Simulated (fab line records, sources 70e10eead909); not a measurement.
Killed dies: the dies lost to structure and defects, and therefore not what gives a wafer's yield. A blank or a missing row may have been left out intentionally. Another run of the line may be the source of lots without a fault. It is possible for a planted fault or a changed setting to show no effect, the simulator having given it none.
Matching of chambers || flow nand-harc || 4 sister chambers for NHARC_A_CONTACT_DESCUM_74 on rie-diel-02
The step chemistry O2, time 3 s. 22 wafers are shown with their chamber, then 11 later ones without.

## EACH WAFER AND ITS CHAMBER
{"wafer": "L074.2", "chamber": 2, "drypump-motor-current-A (A)": 5.5, "rf-vpp-V (V)": 57.5, "throttle-valve-pct (%)": 11.301}
{"wafer": "L074.4", "chamber": 0, "drypump-motor-current-A (A)": 6.3, "rf-vpp-V (V)": 57.8, "throttle-valve-pct (%)": 11.312}
{"wafer": "L074.6", "chamber": 0, "drypump-motor-current-A (A)": 6.3, "rf-vpp-V (V)": 57.8, "throttle-valve-pct (%)": 11.332}
{"wafer": "L077.1", "chamber": 1, "drypump-motor-current-A (A)": 4.9, "rf-vpp-V (V)": 58.1, "throttle-valve-pct (%)": 11.315}
{"wafer": "L077.3", "chamber": 3, "drypump-motor-current-A (A)": 5.8, "rf-vpp-V (V)": 57.5, "throttle-valve-pct (%)": 11.330}
{"wafer": "L077.5", "chamber": 2, "drypump-motor-current-A (A)": 5.5, "rf-vpp-V (V)": 57.1, "throttle-valve-pct (%)": 11.319}
{"wafer": "L079.1", "chamber": 3, "drypump-motor-current-A (A)": 5.8, "rf-vpp-V (V)": 58.0, "throttle-valve-pct (%)": 11.331}
{"wafer": "L079.2", "chamber": 0, "drypump-motor-current-A (A)": 6.3, "rf-vpp-V (V)": 58.1, "throttle-valve-pct (%)": 11.327}
{"wafer": "L079.3", "chamber": 2, "drypump-motor-current-A (A)": 5.5, "rf-vpp-V (V)": 56.0, "throttle-valve-pct (%)": 11.315}
{"wafer": "L080.1", "chamber": 2, "drypump-motor-current-A (A)": 5.5, "rf-vpp-V (V)": 56.1, "throttle-valve-pct (%)": 11.308}
{"wafer": "L080.5", "chamber": 1, "drypump-motor-current-A (A)": 4.9, "rf-vpp-V (V)": 57.9, "throttle-valve-pct (%)": 11.302}
{"wafer": "L080.6", "chamber": 2, "drypump-motor-current-A (A)": 5.5, "rf-vpp-V (V)": 58.4, "throttle-valve-pct (%)": 11.310}
{"wafer": "L081.4", "chamber": 2, "drypump-motor-current-A (A)": 5.5, "rf-vpp-V (V)": 56.6, "throttle-valve-pct (%)": 11.317}
{"wafer": "L081.5", "chamber": 2, "drypump-motor-current-A (A)": 5.5, "rf-vpp-V (V)": 56.6, "throttle-valve-pct (%)": 11.318}
{"wafer": "L081.6", "chamber": 3, "drypump-motor-current-A (A)": 5.8, "rf-vpp-V (V)": 57.8, "throttle-valve-pct (%)": 11.305}
{"wafer": "L086.1", "chamber": 3, "drypump-motor-current-A (A)": 5.8, "rf-vpp-V (V)": 57.6, "throttle-valve-pct (%)": 11.301}
{"wafer": "L086.3", "chamber": 1, "drypump-motor-current-A (A)": 5.0, "rf-vpp-V (V)": 57.1, "throttle-valve-pct (%)": 11.322}
{"wafer": "L086.5", "chamber": 0, "drypump-motor-current-A (A)": 6.3, "rf-vpp-V (V)": 59.2, "throttle-valve-pct (%)": 11.329}
{"wafer": "L088.1", "chamber": 1, "drypump-motor-current-A (A)": 4.9, "rf-vpp-V (V)": 57.4, "throttle-valve-pct (%)": 11.325}
{"wafer": "L088.3", "chamber": 2, "drypump-motor-current-A (A)": 5.5, "rf-vpp-V (V)": 54.8, "throttle-valve-pct (%)": 11.310}
{"wafer": "L088.6", "chamber": 1, "drypump-motor-current-A (A)": 4.9, "rf-vpp-V (V)": 57.7, "throttle-valve-pct (%)": 11.301}
{"wafer": "L090.1", "chamber": 2, "drypump-motor-current-A (A)": 5.5, "rf-vpp-V (V)": 57.4, "throttle-valve-pct (%)": 11.310}

SIGNATURES, as means of the wafers listed above
{"reading": "drypump-motor-current-A", "chamber 0": 6.300, "chamber 1": 4.920, "chamber 2": 5.500, "chamber 3": 5.800, "scatter within a chamber": 0.0211}
{"reading": "rf-vpp-V", "chamber 0": 58.225, "chamber 1": 57.640, "chamber 2": 56.722, "chamber 3": 57.725, "scatter within a chamber": 0.773}
{"reading": "throttle-valve-pct", "chamber 0": 11.32500, "chamber 1": 11.31300, "chamber 2": 11.31200, "chamber 3": 11.31675, "scatter within a chamber": 0.0099}
Rule: for a wafer and a chamber, the distance is found by dividing, reading by reading, the gap between the wafer's reading and the chamber's mean by the reading's scatter, squaring, summing and taking the root. The wafer belongs to the nearest chamber; if the next one is less than 2 further off, it can't be placed. How the scatter is found: for the shown wafers, subtract from each reading the mean of its chamber, square and add these, divide the total by (wafers less chambers), then take the root.

## WAFERS WHOSE CHAMBER IS MISSING
{"wafer": "L090.2", "drypump-motor-current-A (A)": 6.3, "rf-vpp-V (V)": 59.1, "throttle-valve-pct (%)": 11.309}
{"wafer": "L090.3", "drypump-motor-current-A (A)": 5.8, "rf-vpp-V (V)": 57.2, "throttle-valve-pct (%)": 11.312}
{"wafer": "L091.4", "drypump-motor-current-A (A)": 5.8, "rf-vpp-V (V)": 58.1, "throttle-valve-pct (%)": 11.312}
{"wafer": "L091.5", "drypump-motor-current-A (A)": 5.8, "rf-vpp-V (V)": 58.4, "throttle-valve-pct (%)": 11.320}
{"wafer": "L091.6", "drypump-motor-current-A (A)": 5.5, "rf-vpp-V (V)": 57.4, "throttle-valve-pct (%)": 11.332}
{"wafer": "L092.1", "drypump-motor-current-A (A)": 5.5, "rf-vpp-V (V)": 58.3, "throttle-valve-pct (%)": 11.317}
{"wafer": "L092.2", "drypump-motor-current-A (A)": 5.8, "rf-vpp-V (V)": 58.4, "throttle-valve-pct (%)": 11.320}
{"wafer": "L092.6", "drypump-motor-current-A (A)": 5.5, "rf-vpp-V (V)": 57.1, "throttle-valve-pct (%)": 11.319}
{"wafer": "L095.2", "drypump-motor-current-A (A)": 4.9, "rf-vpp-V (V)": 59.0, "throttle-valve-pct (%)": 11.310}
{"wafer": "L095.3", "drypump-motor-current-A (A)": 5.7, "rf-vpp-V (V)": 57.8, "throttle-valve-pct (%)": 11.319}
{"wafer": "L095.4", "drypump-motor-current-A (A)": 5.5, "rf-vpp-V (V)": 58.0, "throttle-valve-pct (%)": 11.325}

## THE CHAMBER EACH PASSED THROUGH
{"wafer": "L090.2", "from the rows above": 0, "in truth": 0}
{"wafer": "L090.3", "from the rows above": 3, "in truth": 3}
{"wafer": "L091.4", "from the rows above": 3, "in truth": 3}
{"wafer": "L091.5", "from the rows above": 3, "in truth": 3}
{"wafer": "L091.6", "from the rows above": 2, "in truth": 2}
{"wafer": "L092.1", "from the rows above": 2, "in truth": 2}
{"wafer": "L092.2", "from the rows above": 3, "in truth": 3}
{"wafer": "L092.6", "from the rows above": 2, "in truth": 2}
{"wafer": "L095.2", "from the rows above": 1, "in truth": 1}
{"wafer": "L095.3", "from the rows above": 3, "in truth": 3}
{"wafer": "L095.4", "from the rows above": 2, "in truth": 2}
Correct placement for 11 of the 11. Can't be placed from these rows: 0. Wrongly placed: 0.
